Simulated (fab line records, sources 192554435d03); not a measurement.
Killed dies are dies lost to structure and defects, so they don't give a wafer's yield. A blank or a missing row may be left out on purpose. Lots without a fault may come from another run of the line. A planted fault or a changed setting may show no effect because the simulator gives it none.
Chamber matching | flow n5_finfet | N5_STI_FIN_REVEAL_ETCHBACK_08 on rie_diel-01: 4 sister chambers
The step etches SiO2 in C4F6/O2, target depth 30.5 nm, time 10.167 s. 8 wafers are shown with their chamber, then 7 later ones without.

WAFERS WITH THEIR CHAMBER
wafer  | chamber | rf_vpp_V (V) | showerhead_plenum_p_Torr (Torr)
L076.6 | 1       | 677          | 2.98
L081.1 | 2       | 665          | 2.74
L087.2 | 0       | 685          | 2.86
L089.2 | 0       | 683          | 2.86
L089.4 | 3       | 641          | 2.77
L089.6 | 3       | 639          | 2.77
L091.1 | 1       | 676          | 2.97
L091.2 | 2       | 666          | 2.73

WAFERS WITHOUT THEIR CHAMBER
wafer  | rf_vpp_V (V) | showerhead_plenum_p_Torr (Torr)
L091.4 | 684          | 2.85
L093.1 | 640          | 2.77
L093.5 | 685          | 2.85
L093.6 | 677          | 2.97
L097.1 | 685          | 2.85
L097.2 | 640          | 2.77
L097.4 | 677          | 2.97

WHICH CHAMBER EACH WENT THROUGH
wafer  | from the rows above | in truth
L091.4 | 0                   | 0
L093.1 | 3                   | 3
L093.5 | 0                   | 0
L093.6 | 1                   | 1
L097.1 | 0                   | 0
L097.2 | 3                   | 3
L097.4 | 1                   | 1
Placed correctly: 7 of 7. Can't be placed from these rows: 0. Placed wrongly: 0.
How it was worked out, from the rows above alone: a wafer's distance from a chamber is the root of the sum, over the readings, of the square of ((its reading less the chamber's mean) divided by the reading's scatter). The wafer belongs to the nearest chamber; if the next one is less than 2 further off, it can't be placed. A chamber's mean is the mean of its shown wafers. The scatter: the root of (the sum of the squares of (reading less its chamber's mean) over the shown wafers, divided by (wafers less chambers)).
